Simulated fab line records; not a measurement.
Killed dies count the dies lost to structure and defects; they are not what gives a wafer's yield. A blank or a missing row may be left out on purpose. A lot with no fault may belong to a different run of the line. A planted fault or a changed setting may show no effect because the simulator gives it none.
Matching of chambers    flow nand-harc    4 sister chambers for NHARC_P_M2_STRIP_18 on rie-diel-03
The step strips in N2/H2. 14 wafers are shown with their chamber, then 7 later ones without.

## EACH WAFER AND ITS CHAMBER
wafer   chamber  showerhead-plenum-p-Torr (Torr)  oes-product-au (a.u.)  rf-vpp-V (V)
L331.1  2        2.12                             0.979                  93.2
L331.2  3        2.04                             0.994                  90.7
L331.6  1        2.01                             0.976                  90.4
L332.2  3        2.04                             1.004                  92.9
L332.4  1        2.02                             0.988                  89.1
L332.5  0        2.16                             0.993                  90.4
L334.1  1        2.01                             0.985                  90.5
L334.4  2        2.12                             0.990                  90.6
L334.5  0        2.16                             0.983                  90.8
L335.3  0        2.16                             0.985                  92.4
L335.4  2        2.12                             0.984                  91.7
L335.5  3        2.04                             0.999                  90.9
L347.1  0        2.16                             0.975                  90.9
L347.2  3        2.04                             0.996                  91.3

SIGNATURES (means of the wafers above)
reading                   chamber 0  chamber 1  chamber 2  chamber 3  scatter within a chamber
showerhead-plenum-p-Torr  2.1600     2.0133     2.1200     2.0400     0.00258
oes-product-au            0.98400    0.98300    0.98433    0.99825    0.006
rf-vpp-V                  91.125     90.000     91.833     91.450     0.996
Rule: a wafer lies at a distance from a chamber equal to the root of the sum of squares, over the readings, of (its reading less the chamber's mean, divided by the reading's scatter). The wafer belongs to the nearest chamber; if the next one is less than 2 further off, it can't be placed. The scatter: take each reading less its chamber's mean, square it, sum over the shown wafers, divide by the number of wafers less the number of chambers, and take the root.

## WAFERS WITH NO CHAMBER GIVEN
wafer   showerhead-plenum-p-Torr (Torr)  oes-product-au (a.u.)  rf-vpp-V (V)
L347.3  2.01                             0.997                  89.9
L348.1  2.12                             0.984                  91.4
L348.2  2.16                             0.978                  90.2
L348.6  2.01                             1.005                  89.7
L349.1  2.12                             0.972                  90.0
L349.4  2.16                             0.965                  91.7
L349.6  2.04                             1.001                  92.7

## WHICH CHAMBER EACH WENT THROUGH
wafer   from the rows above  in truth
L347.3  1                    1
L348.1  2                    2
L348.2  0                    0
L348.6  1                    1
L349.1  2                    2
L349.4  0                    0
L349.6  3                    3
Placed correctly: 7 of 7. Left unplaced by these rows: 0. Placed wrongly: 0.
